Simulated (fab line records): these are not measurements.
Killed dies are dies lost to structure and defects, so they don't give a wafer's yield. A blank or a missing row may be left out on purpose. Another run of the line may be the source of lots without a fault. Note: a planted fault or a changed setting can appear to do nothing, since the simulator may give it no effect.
fab line records	flow n5-finfet
[record] lots = 7	wafers = 19	last-day = 18
route steps=1938 shown HKMG_FIN@426
lots with no fault: from the same line, run without faults
start-h: start of the lot's first displayed wafer, in hours after the record's first day	wait-h: hours since the lot's step before	" unchanged from the row above	L1.1+2: several wafers, shown together as one row	- no value present, or no start provided	* or withheld: withheld	< > ~ a bound
route shown NAME@n: NAME is a module with steps in the file, n the number in the route of the first one	usual: mean and standard deviation over wafers with no fault	same: alike in all rows	chamber/n: place in a boat	sites: each site's reading	_std_site: the standard deviation of these	_edge_site: the outer-site mean with the inner-site mean subtracted	radius-mm: how far each site lies from the wafer's centre	mask NAME#n: copy n	behind: tool/chamber where the wafer was last shaped	hold: what put the lot on hold/how long, in hours/how the hold closed	device: whichever transistor did not switch (one of n, p or np)	end of line: the same wafers' tests at the end of the route	step lacking rows: just its recipe	killed: dies that structure and defects cost at the first sort, which is not the same as the wafer's yield	map: per-die view of a wafer (x killed, . not killed, _ where there is no die)
set.NAME: the setting the step ran with; set.NAME@STEP: the setting that earlier step ran with	model.NAME: the simulator's own value behind a step, which no gauge read
certain route steps with their lots: each step a table, each wafer a row
services: the hour from which a tool's chamber was out of use, counted from the record's first day as start-h (under 0 if before that day), plus the number of hours and why
[[steps]]
[step N5_HKMG_FIN_SOFTBAKE_07]
[recipe] temp-c = 110	time-s = 60	resist = CAR-ArF
[step N5_HKMG_FIN_EXPOSE_09]
[recipe] mask-id = NWFM	na = 1.35	source-shape = conventional	sigma-outer = 0.8	polarization = unpolarized	dose-mj = 39.25
[step N5_HKMG_FIN_PEB_10]
[recipe] peb-temp-c = withheld	peb-time-s = 60	resist = CAR-ArF
[step N5_HKMG_FIN_DEVELOP_11]
[recipe] develop-time-s = 30	developer = TMAH	resist = CAR-ArF	dev-temp-c = 23	rinse-liquid = diw	dry = air-spin
[step N5_HKMG_FIN_CD_MEAS_12]
[recipe] target-cd-nm = 92.8	landing-energy-ev = 500	detector = se-inlens
[usual] cd-nm = 92.7/0.49
lot.wafer	tool	chamber	start-h	wait-h	cd-nm
L276.1	cd-sem-02	0	109.09	-	92.8
L276.2	"	0	"	"	92.6
L276.5	"	0	"	"	92.8
L278.3	cd-sem-02	0	122.77	-	93.2
L278.4	"	0	"	"	93.1
L278.6	"	0	"	"	93.3
L279.4	cd-sem-02	0	128.23	-	93.3
L281.2	cd-sem-02	0	145.92	-	91.9
L281.3	"	0	"	"	92.8
L281.4	"	0	"	"	92.6
L284.3	cd-sem-01	0	156.91	-	93.0
L284.4	"	0	"	"	92.1
L284.5	"	0	"	"	91.8
L292.1	cd-sem-02	0	200.15	-	92.6
L292.3	"	0	"	"	92.9
L292.6	"	0	"	"	92.7
L294.1	cd-sem-02	0	213.03	-	92.2
L294.2	"	0	"	"	92.7
L294.3	"	0	"	"	93.2
[step N5_HKMG_FIN_OVL_MEAS_13]
[recipe] points-per-wafer = 44
[usual] NWFM_OVL = -0.5/0.77
[same] points-per-wafer = 44
lot.wafer	tool	chamber	start-h	wait-h	NWFM_OVL[nm]
L276.1	overlay-01	0	109.12	0.0	-0.6
L276.2	"	0	"	"	-1.2
L276.5	"	0	"	"	-0.9
L278.3	overlay-02	0	122.80	0.0	0.1
L278.4	"	0	"	"	-1.1
L278.6	"	0	"	"	-1.2
L279.4	overlay-02	0	128.26	0.0	-0.7
L281.2	overlay-02	0	145.95	0.0	-0.2
L281.3	"	0	"	"	-1.0
L281.4	"	0	"	"	-1.4
L284.3	overlay-02	0	156.94	0.0	0.8
L284.4	"	0	"	"	-0.3
L284.5	"	0	"	"	0.5
L292.1	overlay-01	0	200.18	0.0	0.7
L292.3	"	0	"	"	-1.0
L292.6	"	0	"	"	-0.9
L294.1	overlay-02	0	213.07	0.0	-0.7
L294.2	"	0	"	"	-0.5
L294.3	"	0	"	"	-0.9
[step N5_HKMG_FIN_INSPECT_14]
[recipe] mode = adi	inspect-instrument = macro
[usual] raw-defect-count = 2.1/1.4
lot.wafer	tool	chamber	start-h	wait-h	raw-defect-count
L276.1	defect-inspect-02	-	109.14	0.0	1
L276.2	"	-	"	"	3
L276.5	"	-	"	"	3
L278.3	defect-inspect-02	-	122.82	0.0	6
L278.4	"	-	"	"	3
L278.6	"	-	"	"	1
L279.4	defect-inspect-02	-	128.29	0.0	1
L281.2	defect-inspect-02	-	145.97	0.0	2
L281.3	"	-	"	"	1
L281.4	"	-	"	"	2
L284.3	defect-inspect-01	-	156.97	0.0	0
L284.4	"	-	"	"	1
L284.5	"	-	"	"	2
L292.1	defect-inspect-02	-	200.20	0.0	2
L292.3	"	-	"	"	1
L292.6	"	-	"	"	1
L294.1	defect-inspect-02	-	213.09	0.0	3
L294.2	"	-	"	"	4
L294.3	"	-	"	"	2
[step N5_HKMG_FIN_DESCUM_17]
[recipe] chemistry = O2	time-s = 7.9	source-power-w = 50	bias-power-w = 20	pressure-mtorr = 20	rf-frequency-hz = 2.712e+07	temp-c = 40	resist = CAR-ArF	o2-flow-sccm = 225
[usual] drypump-motor-current-A = 5.5/0.38	oes-product-au = 0.79/0.085	rf-vpp-V = 243.1/1.5	showerhead-plenum-p-Torr = 2.08/0.086	throttle-valve-pct = 20.32/0.15
lot.wafer	tool	chamber	start-h	wait-h	drypump-motor-current-A	oes-product-au	rf-hours-counter-h	rf-vpp-V	showerhead-plenum-p-Torr	throttle-valve-pct
L276.1	rie-diel-05	0	109.18	0.0	5.0	0.83	55	243.1	2.12	19.99
L276.2	"	2	"	"	5.9	0.74	169	244.2	2.19	20.38
L276.5	"	1	"	"	5.5	0.76	-	242.2	1.98	20.31
L278.3	rie-diel-04	1	122.86	0.0	5.3	0.72	198	244.4	2.15	20.51
L278.4	"	3	"	"	5.6	0.72	174	242.2	1.98	20.26
L278.6	"	1	"	"	5.3	0.72	-	244.8	2.15	20.53
L279.4	rie-diel-04	3	128.32	0.0	5.6	0.72	176	241.0	1.98	20.26
L281.2	rie-diel-04	3	146.11	0.1	5.6	0.70	181	243.3	1.98	20.26
L281.3	"	0	"	"	5.9	0.71	184	241.6	1.98	20.49
L281.4	"	1	"	"	5.3	0.71	207	244.7	2.15	20.54
L284.3	rie-diel-04	3	157.00	0.0	5.6	0.70	185	241.2	1.98	20.26
L284.4	"	0	"	"	5.9	0.71	188	241.0	1.97	20.47
L284.5	"	1	"	"	5.3	0.71	-	245.6	2.15	20.55
L292.1	rie-diel-02	3	200.30	0.1	5.4	0.89	42	243.8	2.12	20.28
L292.3	"	1	"	"	5.0	0.85	39	243.3	2.15	20.25
L292.6	"	1	"	"	5.0	0.86	-	243.5	2.15	20.26
L294.1	rie-diel-02	3	214.24	1.2	5.4	0.89	47	244.3	2.12	20.27
L294.2	"	2	"	"	5.9	0.71	209	244.0	2.15	20.48
L294.3	"	1	"	"	4.9	0.86	43	243.1	2.15	20.25
[step N5_HKMG_FIN_ETCH_31]
[recipe] chemistry = CF4	target = SiARC	target-depth-a = 455	mask-material = CAR-ArF	time-s = 75.8	ion-energy-ev = 80	pressure-mtorr = 40	source-w = 545	bias-w = 36	Ar_flow_sccm = 100	cf4-flow-sccm = 100	ends = cleared
[usual] drypump-motor-current-A = 5.5/0.38	etch-rf-on-time-s = 76.5/1.3	oes-product-au = 0.67/0.071	rf-fwd-power-W = 540.2/2.3	rf-vpp-V = 184.0/1.3	showerhead-plenum-p-Torr = 2.14/0.078	throttle-valve-pct = 15.58/0.2
lot.wafer	tool	chamber	start-h	wait-h	drypump-motor-current-A	etch-rf-on-time-s	oes-product-au	rf-fwd-power-W	rf-hours-counter-h	rf-vpp-V	showerhead-plenum-p-Torr	throttle-valve-pct
L276.1	rie-diel-05	0	109.21	0.0	5.0	74.6	0.72	541.5	55	185.6	2.17	15.21
L276.2	"	2	"	"	5.9	75.5	0.63	537.8	169	183.9	2.22	15.55
L276.5	"	1	"	"	5.5	77.4	0.64	540.4	-	182.1	2.07	15.72
L278.3	rie-diel-04	1	122.89	0.0	5.3	76.8	0.60	542.6	198	184.6	2.22	15.83
L278.4	"	3	"	"	5.6	78.2	0.61	541.6	174	183.0	2.05	15.62
L278.6	"	1	"	"	5.3	77.4	0.60	542.6	-	184.8	2.21	15.82
L279.4	rie-diel-04	3	128.35	0.0	5.6	77.1	0.61	543.1	176	181.0	2.05	15.64
L281.2	rie-diel-04	3	146.14	0.0	5.7	77.7	0.60	540.8	181	182.2	2.04	15.64
L281.3	"	0	"	"	5.9	76.6	0.60	541.6	184	183.6	2.05	15.80
L281.4	"	1	"	"	5.3	76.0	0.60	541.7	207	185.6	2.21	15.86
L284.3	rie-diel-04	3	157.03	0.0	5.6	78.2	0.60	539.3	185	182.3	2.04	15.66
L284.4	"	0	"	"	5.9	76.8	0.60	539.9	188	181.8	2.05	15.80
L284.5	"	1	"	"	5.3	75.9	0.61	539.5	-	185.3	2.21	15.86
L292.1	rie-diel-02	3	200.33	0.0	5.4	74.9	0.76	539.2	42	184.1	2.19	15.54
L292.3	"	1	"	"	5.0	74.5	0.74	542.2	39	184.1	2.19	15.33
L292.6	"	1	"	"	4.9	75.0	0.73	543.6	-	185.0	2.19	15.34
L294.1	rie-diel-02	3	214.28	0.0	5.4	75.7	0.75	536.3	47	184.5	2.19	15.56
L294.2	"	2	"	"	5.9	74.2	0.62	540.8	209	186.8	2.21	15.84
L294.3	"	1	"	"	5.0	75.3	0.73	540.7	43	183.7	2.19	15.34
[step N5_HKMG_FIN_ETCH_32]
[recipe] chemistry = N2/H2	target = SOC	target-depth-a = 2400	temp-c = 40	time-s = 300	ion-energy-ev = 200	mask-material = SiARC	pressure-mtorr = 30	source-w = 840	bias-w = 150	n2-flow-sccm = 200	h2-flow-sccm = 200
[usual] drypump-motor-current-A = 5.5/0.38	oes-product-au = 0.78/0.083	rf-fwd-power-W = 838.5/2.5	rf-vpp-V = 523.8/2.9	showerhead-plenum-p-Torr = 2.54/0.096	throttle-valve-pct = 17.79/0.23
lot.wafer	tool	chamber	start-h	wait-h	drypump-motor-current-A	oes-product-au	rf-fwd-power-W	rf-hours-counter-h	rf-vpp-V	showerhead-plenum-p-Torr	throttle-valve-pct
L276.1	rie-diel-05	0	109.27	0.0	5.0	0.83	834.6	55	525.5	2.59	17.39
L276.2	"	2	"	"	5.9	0.74	840.3	169	528.3	2.65	17.83
L276.5	"	1	"	"	5.5	0.75	837.9	-	520.8	2.44	17.98
L278.3	rie-diel-04	1	122.95	0.0	5.3	0.71	839.6	198	526.0	2.61	17.96
L278.4	"	3	"	"	5.6	0.70	838.0	174	520.7	2.43	17.81
L278.6	"	1	"	"	5.3	0.71	837.4	-	524.6	2.61	17.94
L279.4	rie-diel-04	3	128.41	0.0	5.6	0.69	842.8	176	520.6	2.43	17.81
L281.2	rie-diel-04	3	146.20	0.0	5.6	0.70	838.1	181	521.0	2.43	17.83
L281.3	"	0	"	"	5.9	0.70	841.5	184	521.1	2.43	18.02
L281.4	"	1	"	"	5.3	0.71	838.6	207	525.7	2.61	17.95
L284.3	rie-diel-04	3	157.09	0.0	5.6	0.70	843.0	185	520.4	2.42	17.83
L284.4	"	0	"	"	5.9	0.70	841.8	188	518.8	2.43	18.01
L284.5	"	1	"	"	5.3	0.71	839.6	-	526.0	2.61	17.96
L292.1	rie-diel-02	3	200.39	0.0	5.4	0.88	834.4	42	525.2	2.57	17.61
L292.3	"	1	"	"	5.0	0.85	836.2	39	525.8	2.59	17.48
L292.6	"	1	"	"	5.0	0.86	838.1	-	523.6	2.59	17.47
L294.1	rie-diel-02	3	214.33	0.0	5.4	0.88	838.9	47	525.4	2.57	17.63
L294.2	"	2	"	"	5.9	0.72	839.2	209	527.0	2.64	18.05
L294.3	"	1	"	"	5.0	0.85	840.3	43	524.8	2.58	17.48
[step N5_HKMG_FIN_STRIP_33]
[recipe] chemistry = N2/H2	temp-c = 40	n2-flow-sccm = 200	h2-flow-sccm = 200	rf-frequency-hz = 6e+07
[step N5_HKMG_FIN_STRIP_34]
[recipe] chemistry = CF4	resist = SiARC	power-w = 300	bias-power-w = 75	pressure-mtorr = 50	cf4-flow-sccm = 150	rf-frequency-hz = 6e+07
[usual] drypump-motor-current-A = 5.4/0.38	oes-product-au = 0.78/0.079	rf-vpp-V = 271.1/1.6	showerhead-plenum-p-Torr = 1.80/0.066	throttle-valve-pct = 13.56/0.2
lot.wafer	tool	chamber	start-h	wait-h	drypump-motor-current-A	oes-product-au	rf-hours-counter-h	rf-vpp-V	showerhead-plenum-p-Torr	throttle-valve-pct
L276.1	rie-diel-05	0	109.46	0.0	5.0	0.82	55	270.3	1.83	13.23
L276.2	"	2	"	"	5.9	0.73	169	273.9	1.87	13.56
L276.5	"	1	"	"	5.5	0.75	-	269.1	1.73	13.67
L278.3	rie-diel-04	1	123.14	0.0	5.3	0.72	199	272.1	1.85	13.79
L278.4	"	3	"	"	5.6	0.72	174	269.2	1.72	13.65
L278.6	"	1	"	"	5.3	0.72	-	272.2	1.85	13.79
L279.4	rie-diel-04	3	128.60	0.0	5.6	0.71	176	267.6	1.72	13.64
L281.2	rie-diel-04	3	146.39	0.0	5.6	0.70	181	269.3	1.72	13.66
L281.3	"	0	"	"	5.8	0.70	184	269.5	1.73	13.78
L281.4	"	1	"	"	5.3	0.70	207	272.9	1.85	13.82
L284.3	rie-diel-04	3	157.28	0.0	5.6	0.71	185	268.7	1.72	13.66
L284.4	"	0	"	"	5.9	0.70	188	269.7	1.72	13.82
L284.5	"	1	"	"	5.3	0.71	-	272.9	1.84	13.82
L292.1	rie-diel-02	3	200.58	0.0	5.4	0.87	42	271.7	1.85	13.54
L292.3	"	1	"	"	5.0	0.84	39	272.2	1.84	13.30
L292.6	"	1	"	"	5.0	0.84	-	272.1	1.84	13.28
L294.1	rie-diel-02	3	214.53	0.0	5.4	0.87	47	269.2	1.85	13.53
L294.2	"	2	"	"	5.9	0.71	209	272.3	1.85	13.83
L294.3	"	1	"	"	5.0	0.84	43	270.6	1.83	13.32
[step N5_HKMG_FIN_ETCH_35]
[recipe] chemistry = N2/H2	target = SOC	target-depth-a = 2158	ion-energy-ev = 65	bias-w = 5	source-w = 3000	time-s = 243.4	pressure-mtorr = 30	n2-flow-sccm = 200	h2-flow-sccm = 200
[usual] drypump-motor-current-A = 5.5/0.37	oes-product-au = 0.78/0.083	rf-fwd-power-W = 2991/8.9	rf-vpp-V = 141.5/1.1	showerhead-plenum-p-Torr = 2.54/0.096	throttle-valve-pct = 17.80/0.24
lot.wafer	tool	chamber	start-h	wait-h	drypump-motor-current-A	oes-product-au	rf-fwd-power-W	rf-hours-counter-h	rf-vpp-V	showerhead-plenum-p-Torr	throttle-valve-pct	model.etch.depth-nm	model.SOC_of_HKMG_FIN_COAT_29.thk-nm	model.HKMG_FIN.feature-depth-nm
L276.1	rie-diel-05	0	109.48	0.0	5.0	0.83	2999	55	142.3	2.59	17.41	217.8	82.4	217.8
L276.2	"	2	"	"	5.9	0.74	2987	169	141.2	2.65	17.82	218.3	81.4	218.4
L276.5	"	1	"	"	5.6	0.74	2998	-	138.5	2.44	17.99	211.8	88.8	211.8
L278.3	rie-diel-04	1	123.16	0.0	5.3	0.72	2991	199	141.6	2.61	17.96	213.6	87	213.6
L278.4	"	3	"	"	5.7	0.70	2991	174	141.1	2.43	17.83	207.9	92.8	207.8
L278.6	"	1	"	"	5.3	0.71	2989	-	142.3	2.61	17.95	212.6	88	212.6
L279.4	rie-diel-04	3	128.62	0.0	5.7	0.62	2267	176	155.1	2.43	17.81	166.4	133.2	166.4
L281.2	rie-diel-04	3	146.41	0.0	5.6	0.61	2281	181	155.6	2.43	17.81	165.3	132.8	165.4
L281.3	"	0	"	"	5.9	0.70	2996	184	142.0	2.43	18.02	211.1	87.4	211
L281.4	"	1	"	"	5.3	0.71	2991	207	142.3	2.61	17.96	212.7	86.2	212.8
L284.3	rie-diel-04	3	157.30	0.0	5.6	0.62	2265	185	155.4	2.42	17.83	167	132.4	167
L284.4	"	0	"	"	5.9	0.71	3000	188	140.1	2.42	18.01	213.9	85.2	213.8
L284.5	"	1	"	"	5.3	0.71	2999	-	143.0	2.61	17.98	215.6	83.8	215.6
L292.1	rie-diel-02	3	200.60	0.0	5.4	0.88	2982	42	140.3	2.57	17.60	216.6	83.8	216.6
L292.3	"	1	"	"	5.0	0.86	2995	39	141.7	2.58	17.49	217.5	82	217.6
L292.6	"	1	"	"	5.0	0.86	2985	-	142.5	2.59	17.49	215.9	84	216
L294.1	rie-diel-02	3	214.55	0.0	5.4	0.87	2995	47	141.7	2.57	17.62	213.9	84.6	213.8
L294.2	"	2	"	"	5.9	0.71	2991	209	142.0	2.64	18.06	215.6	84.2	215.6
L294.3	"	1	"	"	5.0	0.84	2992	43	143.3	2.58	17.49	213.2	86.2	213.2
[step N5_HKMG_FIN_STRIP_92]
[recipe] chemistry = N2/H2	material = SOC	time-s = 20	power-w = 500	temp-c = 40	pressure-mtorr = 50	rf-frequency-hz = 6e+07	bias-power-w = 8	h2-frac = 0.5	n2-flow-sccm = 300	h2-flow-sccm = 300
[usual] drypump-motor-current-A = 5.5/0.38	oes-product-au = 0.78/0.084	rf-vpp-V = 54.2/0.76	showerhead-plenum-p-Torr = 3.36/0.12	throttle-valve-pct = 19.0/0.37
lot.wafer	tool	chamber	start-h	wait-h	drypump-motor-current-A	oes-product-au	rf-hours-counter-h	rf-vpp-V	showerhead-plenum-p-Torr	throttle-valve-pct	model.SOC_of_HKMG_FIN_COAT_29.thk-nm
L276.1	rie-diel-05	0	109.63	0.1	5.0	0.83	55	53.8	3.41	18.5	72
L276.2	"	2	"	"	5.9	0.74	169	54.0	3.49	19.2	71.2
L276.5	"	1	"	"	5.5	0.75	-	53.7	3.23	19.2	79
L278.3	rie-diel-04	1	123.31	0.1	5.3	0.72	199	54.7	3.45	19.2	77
L278.4	"	3	"	"	5.6	0.70	174	53.8	3.21	18.9	83
L278.6	"	1	"	"	5.3	0.72	-	55.4	3.45	19.2	77.8
L279.4	rie-diel-04	3	128.77	0.1	5.6	0.71	176	53.5	3.21	18.9	123.4
L281.2	rie-diel-04	3	146.56	0.1	5.6	0.70	181	53.6	3.21	18.9	123
L281.3	"	0	"	"	5.9	0.70	184	53.0	3.21	19.2	77.4
L281.4	"	1	"	"	5.3	0.72	207	53.9	3.44	19.2	76
L284.3	rie-diel-04	3	157.45	0.1	5.6	0.69	185	54.3	3.21	18.9	122.6
L284.4	"	0	"	"	5.9	0.70	188	54.5	3.21	19.2	75
L284.5	"	1	"	"	5.3	0.71	-	55.4	3.44	19.2	73.6
L292.1	rie-diel-02	3	200.75	0.1	5.4	0.88	42	53.4	3.39	18.7	73.6
L292.3	"	1	"	"	5.0	0.86	39	53.7	3.41	18.5	71.6
L292.6	"	1	"	"	4.9	0.86	-	55.8	3.41	18.5	73.8
L294.1	rie-diel-02	3	214.69	0.1	5.4	0.87	47	54.0	3.39	18.7	74.4
L294.2	"	2	"	"	5.9	0.70	209	54.4	3.48	19.1	74
L294.3	"	1	"	"	5.0	0.85	43	54.2	3.41	18.5	76
[step N5_HKMG_FIN_WET_ETCH_18]
[recipe] chemistry = SC1	target = TiN	mix = 1:1:5	temp-c = *	time-s = 55	target-depth-nm = 5.2	dry = ipa-marangoni	rinse-time-s = 30	rinse-temp-c = 23
[[services]]
tool	chamber	start-h	hours	kind
rie-diel-04	-	99.96	4.3	pm
rie-diel-02	-	110.97	2.8	pm
rie-diel-05	0	113.45	3.9	repair
rie-diel-05	-	116.55	0.5	repair
rie-diel-05	3	117.37	-	clean
rie-diel-05	3	117.37	-	consumable-replace:focus-ring
rie-diel-05	3	117.37	-	consumable-replace:showerhead
rie-diel-05	3	117.37	14.9	scheduled-down
rie-diel-05	3	117.37	14.9	vent-cycle
rie-diel-04	3	144.48	1.3	repair
rie-diel-04	1	165.57	6.6	repair
rie-diel-02	1	169.13	2.1	repair
rie-diel-04	-	212.45	14.6	pm
rie-diel-05	0	213.96	11.5	repair
[[key]]
[first-sign] step = N5_HKMG_FIN_ETCH_35	reading = rf-fwd-power-W	direction = down	sigmas = 81	usual = *	struck = *
[effect] step = N5_HKMG_FIN_ETCH_35	reading = rf-vpp-V	direction = up	sigmas = 13	usual = 141.5	struck = 155.4
[model-effect] step = N5_HKMG_FIN_ETCH_35	value = etch.depth-nm	without = 209.3	struck = 166.2
[model-effect] step = N5_HKMG_FIN_STRIP_92	value = SOC_of_HKMG_FIN_COAT_29.thk-nm	without = 79.93	struck = 123
met-at N5_HKMG_FIN_ETCH_35
struck-wafers L279.4,L281.2,L284.3
rows-end L279.4
onset-between 123.16 128.62
[fault] kind = process-parameter-drift	tool = rie-diel-04	chamber = 3	onset-h = 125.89	steps = N5_HKMG_FIN_ETCH_35	channel = source-w	offset = -720	shape = step	acts-in = these-recipes-only	stated = 3000
// rows-end: these wafers met a further fault down the route, and their rows from its step on are left out
